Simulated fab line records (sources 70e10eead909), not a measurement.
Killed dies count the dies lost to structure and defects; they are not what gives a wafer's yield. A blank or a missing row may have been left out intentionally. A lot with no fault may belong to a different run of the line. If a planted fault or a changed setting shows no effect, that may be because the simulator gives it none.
What tool caused it? :: flow nandHarc :: Sampling: 12 lots, 36 wafers, 5 of 1159 route steps

WHAT THE GAUGES SHOWED, per wafer
NHARC_END_SORT_01. Usual: killedAtArray 28, standard deviation 11; killedAtOther 0.8, standard deviation 1.3; killedAtPeriphery 3.6, standard deviation 2.5; killedDies 32, standard deviation 11; killedOpen 3.0, standard deviation 1.8; killedShort 2.0, standard deviation 1.5.
lot: L890
measured: day 22 12:20
on: prober-02
killedAtArray: 101 107 88
killedAtOther: 0 0 0
killedAtPeriphery: 1 0 1
killedDies: 102 107 89
killedOpen: 2 0 1
killedShort: 3 1 0
flag: OFF

lot: L891
measured: day 22 21:02
on: prober-02
killedAtArray: 85 96 98
killedAtOther: 0 0 1
killedAtPeriphery: 4 3 2
killedDies: 89 99 101
killedOpen: 2 5 3
killedShort: 1 4 1
flag: OFF

WHAT TOOL EACH LOT RAN ON (gives the tool, then ch and the chambers of the sampled wafers, and finally the start)
lot: L877
NHARC_A_WL_FILL_ETCHBACK_17: rieMetal-01 ch 1, day 15 14:41
NHARC_A_BONDPAD_ETCH_24: rieDiel-03 ch 0,2, day 18 05:10 or earlier
NHARC_A_BONDPAD_CMP_19: cmp-03 ch 0,2,3, day 18 05:10
NHARC_THIN_TSV_DEP_43: pecvd-04 ch 1,2, day 19 17:28

lot: L878
NHARC_A_WL_FILL_ETCHBACK_17: rieMetal-01 ch 0,1, day 15 15:43
NHARC_A_BONDPAD_ETCH_24: rieDiel-03 ch 0,1, day 18 03:42 or earlier
NHARC_A_BONDPAD_CMP_19: cmp-01 ch 0,3, day 18 03:42
NHARC_THIN_TSV_DEP_43: pecvd-04 ch 0,1, day 19 15:01

lot: L879
NHARC_A_WL_FILL_ETCHBACK_17: rieMetal-03 ch 0,1, day 15 20:48
NHARC_A_BONDPAD_ETCH_24: rieDiel-07 ch 1,2,3, day 18 13:26 or earlier
NHARC_A_BONDPAD_CMP_19: cmp-04 ch 1,2,3, day 18 13:26
NHARC_THIN_TSV_DEP_43: pecvd-01 ch 1,2, day 19 20:35

lot: L881
NHARC_A_WL_FILL_ETCHBACK_17: rieMetal-02 ch 0,1, day 15 23:14
NHARC_A_BONDPAD_ETCH_24: rieDiel-07 ch 1,2, day 18 11:58 or earlier
NHARC_A_BONDPAD_CMP_19: cmp-03 ch 0,3, day 18 11:58
NHARC_THIN_TSV_DEP_43: pecvd-01 ch 0,1, day 19 19:03

lot: L880
NHARC_A_WL_FILL_ETCHBACK_17: rieMetal-02 ch 0,1, day 16 03:00
NHARC_A_BONDPAD_ETCH_24: rieDiel-03 ch 0,1,2, day 18 13:43 or earlier
NHARC_A_BONDPAD_CMP_19: cmp-03 ch 1,2,3, day 18 13:43
NHARC_THIN_TSV_DEP_43: pecvd-01 ch 1,2, day 19 22:18

lot: L882
NHARC_A_WL_FILL_ETCHBACK_17: rieMetal-03 ch 1, day 16 15:38
NHARC_A_BONDPAD_ETCH_24: rieDiel-03 ch 0,1,2, day 19 02:59 or earlier
NHARC_A_BONDPAD_CMP_19: cmp-03 ch 1,2,3, day 19 02:59
NHARC_THIN_TSV_DEP_43: pecvd-04 ch 0,1, day 19 23:26

lot: L883
NHARC_A_WL_FILL_ETCHBACK_17: rieMetal-03 ch 1, day 16 22:27
NHARC_A_BONDPAD_ETCH_24: rieDiel-07 ch 0,2,3, day 19 15:17 or earlier
NHARC_A_BONDPAD_CMP_19: cmp-04 ch 2,3, day 19 15:17
NHARC_THIN_TSV_DEP_43: pecvd-02 ch 0,2, day 20 04:09

lot: L884
NHARC_A_WL_FILL_ETCHBACK_17: rieMetal-01 ch 0,1, day 17 16:05
NHARC_A_BONDPAD_ETCH_24: rieDiel-03 ch 0,2,3, day 20 02:00 or earlier
NHARC_A_BONDPAD_CMP_19: cmp-04 ch 0,1,3, day 20 02:00
NHARC_THIN_TSV_DEP_43: pecvd-02 ch 0,2, day 20 11:17

lot: L890
NHARC_A_WL_FILL_ETCHBACK_17: rieMetal-03 ch 0,1, day 18 10:42
NHARC_A_BONDPAD_ETCH_24: rieDiel-03 ch 1,2,3, day 20 23:46 or earlier
NHARC_A_BONDPAD_CMP_19: cmp-03 ch 0,1,2, day 20 23:46
NHARC_THIN_TSV_DEP_43: pecvd-02 ch 0,1,2, day 21 13:53

lot: L891
NHARC_A_WL_FILL_ETCHBACK_17: rieMetal-03 ch 0,1, day 19 10:53
NHARC_A_BONDPAD_ETCH_24: rieDiel-03 ch 1,2, day 21 13:38 or earlier
NHARC_A_BONDPAD_CMP_19: cmp-03 ch 2,3, day 21 13:38
NHARC_THIN_TSV_DEP_43: pecvd-01 ch 1,2, day 22 01:58

lot: L899
NHARC_A_WL_FILL_ETCHBACK_17: rieMetal-01 ch 0,1, day 20 18:58
NHARC_A_BONDPAD_ETCH_24: rieDiel-03 ch 1,2, day 23 09:38 or earlier
NHARC_A_BONDPAD_CMP_19: cmp-03 ch 0,1, day 23 09:38
NHARC_THIN_TSV_DEP_43: pecvd-04 ch 0,1,2, day 24 00:16

lot: L898
NHARC_A_WL_FILL_ETCHBACK_17: rieMetal-02 ch 0,1, day 20 22:10
NHARC_A_BONDPAD_ETCH_24: rieDiel-03 ch 0,3, day 23 20:49 or earlier
NHARC_A_BONDPAD_CMP_19: cmp-01 ch 0,1,3, day 23 20:49
NHARC_THIN_TSV_DEP_43: pecvd-02 ch 0,2, day 24 10:20
- NHARC_A_WL_FILL_ETCHBACK_17: etches the open film in Cl2/BCl3, target depth 4 nm, time 26.7 s.
- NHARC_A_BONDPAD_ETCH_24: etches the open film in CF4/N2, target depth 30 nm, time 72.99 s.
- NHARC_A_BONDPAD_CMP_19: polishes, t overpolish 30 s, cu recess touch 16 s, target thk 169.8 nm.
- NHARC_THIN_TSV_DEP_43: deposits SiO2, target thk 1328.5 nm.

WHAT THE TOOLS THEMSELVES READ (means of the sampled wafers that have a number; where no wafer has one, the mark that the record gives instead)
NHARC_A_WL_FILL_ETCHBACK_17. Usual: drypumpMotorCurrentA 5.3 A, standard deviation 0.31; oesProductAu 0.998 a.u., standard deviation 0.0072.
lot: L877
tool: rieMetal-01
drypumpMotorCurrentA (A): 5.3
oesProductAu (a.u.): 0.994
flag: 

lot: L878
tool: rieMetal-01
drypumpMotorCurrentA (A): 5.1
oesProductAu (a.u.): 0.997
flag: 

lot: L879
tool: rieMetal-03
drypumpMotorCurrentA (A): 5.4
oesProductAu (a.u.): 0.996
flag: 

lot: L881
tool: rieMetal-02
drypumpMotorCurrentA (A): 5.6
oesProductAu (a.u.): 0.998
flag: 

lot: L880
tool: rieMetal-02
drypumpMotorCurrentA (A): 5.6
oesProductAu (a.u.): 1.007
flag: 

lot: L882
tool: rieMetal-03
drypumpMotorCurrentA (A): 5.3
oesProductAu (a.u.): 0.995
flag: 

lot: L883
tool: rieMetal-03
drypumpMotorCurrentA (A): 5.2
oesProductAu (a.u.): 0.995
flag: 

lot: L884
tool: rieMetal-01
drypumpMotorCurrentA (A): 5.2
oesProductAu (a.u.): 1.003
flag: 

lot: L890
tool: rieMetal-03
drypumpMotorCurrentA (A): 5.3
oesProductAu (a.u.): 0.993
flag: 

lot: L891
tool: rieMetal-03
drypumpMotorCurrentA (A): 5.3
oesProductAu (a.u.): 0.996
flag: 

lot: L899
tool: rieMetal-01
drypumpMotorCurrentA (A): 5.1
oesProductAu (a.u.): 1.000
flag: 

lot: L898
tool: rieMetal-02
drypumpMotorCurrentA (A): 5.9
oesProductAu (a.u.): 1.003
flag: 

NHARC_A_BONDPAD_ETCH_24. Usual: value, then standard deviation, for each; drypumpMotorCurrentA 5.60 A / 0.18; mfcArSccm 150.0 sccm / 0.48; oesProductAu 0.999 a.u. / 0.0078; rfFwdPowerW 298.3 W / 0.92; rfVppV 315.5 V / 1.6; showerheadPlenumPTorr 2.70 Torr / 0.082; throttleValvePct 19.795 % / 0.0094.
lot: L877
tool: rieDiel-03
drypumpMotorCurrentA (A): 5.65
mfcArSccm (sccm): 150.5
oesProductAu (a.u.): 1.006
rfFwdPowerW (W): 298.0
rfVppV (V): 317.5
showerheadPlenumPTorr (Torr): 2.77
throttleValvePct (%): 19.787
flag: 

lot: L878
tool: rieDiel-03
drypumpMotorCurrentA (A): 5.45
mfcArSccm (sccm): 149.8
oesProductAu (a.u.): 0.994
rfFwdPowerW (W): 298.5
rfVppV (V): 316.0
showerheadPlenumPTorr (Torr): 2.75
throttleValvePct (%): 19.791
flag: 

lot: L879
tool: rieDiel-07
drypumpMotorCurrentA (A): 5.76
mfcArSccm (sccm): 150.3
oesProductAu (a.u.): 0.993
rfFwdPowerW (W): 298.8
rfVppV (V): 313.2
showerheadPlenumPTorr (Torr): 2.60
throttleValvePct (%): 19.804
flag: 

lot: L881
tool: rieDiel-07
drypumpMotorCurrentA (A): 5.86
mfcArSccm (sccm): 149.5
oesProductAu (a.u.): 0.998
rfFwdPowerW (W): 298.0
rfVppV (V): 312.9
showerheadPlenumPTorr (Torr): 2.54
throttleValvePct (%): 19.803
flag: 

lot: L880
tool: rieDiel-03
drypumpMotorCurrentA (A): 5.55
mfcArSccm (sccm): 149.6
oesProductAu (a.u.): 0.999
rfFwdPowerW (W): 297.7
rfVppV (V): 316.6
showerheadPlenumPTorr (Torr): 2.76
throttleValvePct (%): 19.787
flag: 

lot: L882
tool: rieDiel-03
drypumpMotorCurrentA (A): 5.56
mfcArSccm (sccm): 149.8
oesProductAu (a.u.): 0.997
rfFwdPowerW (W): 297.9
rfVppV (V): 315.9
showerheadPlenumPTorr (Torr): 2.76
throttleValvePct (%): 19.789
flag: 

lot: L883
tool: rieDiel-07
drypumpMotorCurrentA (A): 5.76
mfcArSccm (sccm): 149.9
oesProductAu (a.u.): 1.002
rfFwdPowerW (W): 299.1
rfVppV (V): 314.8
showerheadPlenumPTorr (Torr): 2.60
throttleValvePct (%): 19.799
flag: 

lot: L884
tool: rieDiel-03
drypumpMotorCurrentA (A): 5.57
mfcArSccm (sccm): 150.4
oesProductAu (a.u.): 1.000
rfFwdPowerW (W): 299.2
rfVppV (V): 314.9
showerheadPlenumPTorr (Torr): 2.72
throttleValvePct (%): 19.791
flag: 

lot: L890
tool: rieDiel-03
drypumpMotorCurrentA (A): 5.56
mfcArSccm (sccm): 149.8
oesProductAu (a.u.): 1.002
rfFwdPowerW (W): 297.9
rfVppV (V): 316.3
showerheadPlenumPTorr (Torr): 2.72
throttleValvePct (%): 19.794
flag: 

lot: L891
tool: rieDiel-03
drypumpMotorCurrentA (A): 5.55
mfcArSccm (sccm): 149.8
oesProductAu (a.u.): 1.002
rfFwdPowerW (W): 298.2
rfVppV (V): 316.9
showerheadPlenumPTorr (Torr): 2.76
throttleValvePct (%): 19.796
flag: 

lot: L899
tool: rieDiel-03
drypumpMotorCurrentA (A): 5.54
mfcArSccm (sccm): 150.3
oesProductAu (a.u.): 1.006
rfFwdPowerW (W): 298.5
rfVppV (V): 316.3
showerheadPlenumPTorr (Torr): 2.76
throttleValvePct (%): 19.795
flag: 

lot: L898
tool: rieDiel-03
drypumpMotorCurrentA (A): 5.46
mfcArSccm (sccm): 150.7
oesProductAu (a.u.): 1.005
rfFwdPowerW (W): 297.5
rfVppV (V): 315.1
showerheadPlenumPTorr (Torr): 2.71
throttleValvePct (%): 19.797
flag: 

NHARC_A_BONDPAD_CMP_19. Usual: motorCurrentA 11.9 A, standard deviation 0.85; overpolishRunS 30.000 s, standard deviation 0.0088.
lot: L877
tool: cmp-03
motorCurrentA (A): 11.8
overpolishRunS (s): 29.997
flag: 

lot: L878
tool: cmp-01
motorCurrentA (A): 11.7
overpolishRunS (s): 29.996
flag: 

lot: L879
tool: cmp-04
motorCurrentA (A): 10.8
overpolishRunS (s): 30.003
flag: 

lot: L881
tool: cmp-03
motorCurrentA (A): 11.6
overpolishRunS (s): 29.996
flag: 

lot: L880
tool: cmp-03
motorCurrentA (A): 12.5
overpolishRunS (s): 29.995
flag: 

lot: L882
tool: cmp-03
motorCurrentA (A): 12.4
overpolishRunS (s): 30.000
flag: 

lot: L883
tool: cmp-04
motorCurrentA (A): 11.7
overpolishRunS (s): 29.994
flag: 

lot: L884
tool: cmp-04
motorCurrentA (A): 11.3
overpolishRunS (s): 29.999
flag: 

lot: L890
tool: cmp-03
motorCurrentA (A): 11.9
overpolishRunS (s): 30.001
flag: 

lot: L891
tool: cmp-03
motorCurrentA (A): 12.6
overpolishRunS (s): 29.995
flag: 

lot: L899
tool: cmp-03
motorCurrentA (A): 11.5
overpolishRunS (s): 30.003
flag: 

lot: L898
tool: cmp-01
motorCurrentA (A): 12.1
overpolishRunS (s): 29.998
flag: 

NHARC_THIN_TSV_DEP_43. Usual: rfFwdPowerW 898.3 W, standard deviation 2.6; showerheadVppV 1884 V, standard deviation 89; throttleValvePct 15.9 %, standard deviation 0.47.
lot: L877
tool: pecvd-04
rfFwdPowerW (W): 899.9
showerheadVppV (V): 1816
throttleValvePct (%): 15.7
flag: 

lot: L878
tool: pecvd-04
rfFwdPowerW (W): 898.2
showerheadVppV (V): 1919
throttleValvePct (%): 15.8
flag: 

lot: L879
tool: pecvd-01
rfFwdPowerW (W): 902.3
showerheadVppV (V): 1867
throttleValvePct (%): 15.6
flag: 

lot: L881
tool: pecvd-01
rfFwdPowerW (W): 897.2
showerheadVppV (V): 1936
throttleValvePct (%): 15.9
flag: 

lot: L880
tool: pecvd-01
rfFwdPowerW (W): 897.9
showerheadVppV (V): 1866
throttleValvePct (%): 15.6
flag: 

lot: L882
tool: pecvd-04
rfFwdPowerW (W): 897.2
showerheadVppV (V): 1941
throttleValvePct (%): 15.8
flag: 

lot: L883
tool: pecvd-02
rfFwdPowerW (W): 900.0
showerheadVppV (V): 1996
throttleValvePct (%): 15.5
flag: 

lot: L884
tool: pecvd-02
rfFwdPowerW (W): 895.8
showerheadVppV (V): 2007
throttleValvePct (%): 15.6
flag: 

lot: L890
tool: pecvd-02
rfFwdPowerW (W): 896.7
showerheadVppV (V): 1972
throttleValvePct (%): 16.2
flag: 

lot: L891
tool: pecvd-01
rfFwdPowerW (W): 899.1
showerheadVppV (V): 1854
throttleValvePct (%): 15.8
flag: 

lot: L899
tool: pecvd-04
rfFwdPowerW (W): 896.9
showerheadVppV (V): 1852
throttleValvePct (%): 15.8
flag: 

lot: L898
tool: pecvd-02
rfFwdPowerW (W): 898.0
showerheadVppV (V): 2022
throttleValvePct (%): 15.5
flag: 

THE ANSWER, worked out from the rows above alone
Rule: a lot counts as off when the mean over its wafers that have a number is more than 3 standard deviations away from the usual mean. Also off: a lot with no number at a reading for which 4 or more lots have one. The other lots that the step has rows for count as sound. The gauges are gone through in route order, then the tools' own readings, and for those a lot's mean is taken as printed above. The first step at which some lot is off is used, and at that step the reading that is off furthest; a lot without a number counts as furthest.
Off: L890, L891, at NHARC_END_SORT_01 (killedAtArray). Neither off nor sound, because the step has no rows for them: L877, L878, L879, L881, L880, L882, L883, L884, L899, L898.
If a tool, at a process step before that reading, ran all the lots that are off and no sound lot after the first of them, it fits. Those tools and the gauges at NHARC_END_SORT_01 are tried in the same way. With no start given for some of its lots, NHARC_A_BONDPAD_ETCH_24 uses the hours and lot order of NHARC_A_BONDPAD_CMP_19. Can't be told from this: 4 tools fit, rieMetal-03 at NHARC_A_WL_FILL_ETCHBACK_17, rieDiel-03 at NHARC_A_BONDPAD_ETCH_24, cmp-03 at NHARC_A_BONDPAD_CMP_19, prober-02 at NHARC_END_SORT_01.

WHAT THE SIMULATOR HAD PUT IN
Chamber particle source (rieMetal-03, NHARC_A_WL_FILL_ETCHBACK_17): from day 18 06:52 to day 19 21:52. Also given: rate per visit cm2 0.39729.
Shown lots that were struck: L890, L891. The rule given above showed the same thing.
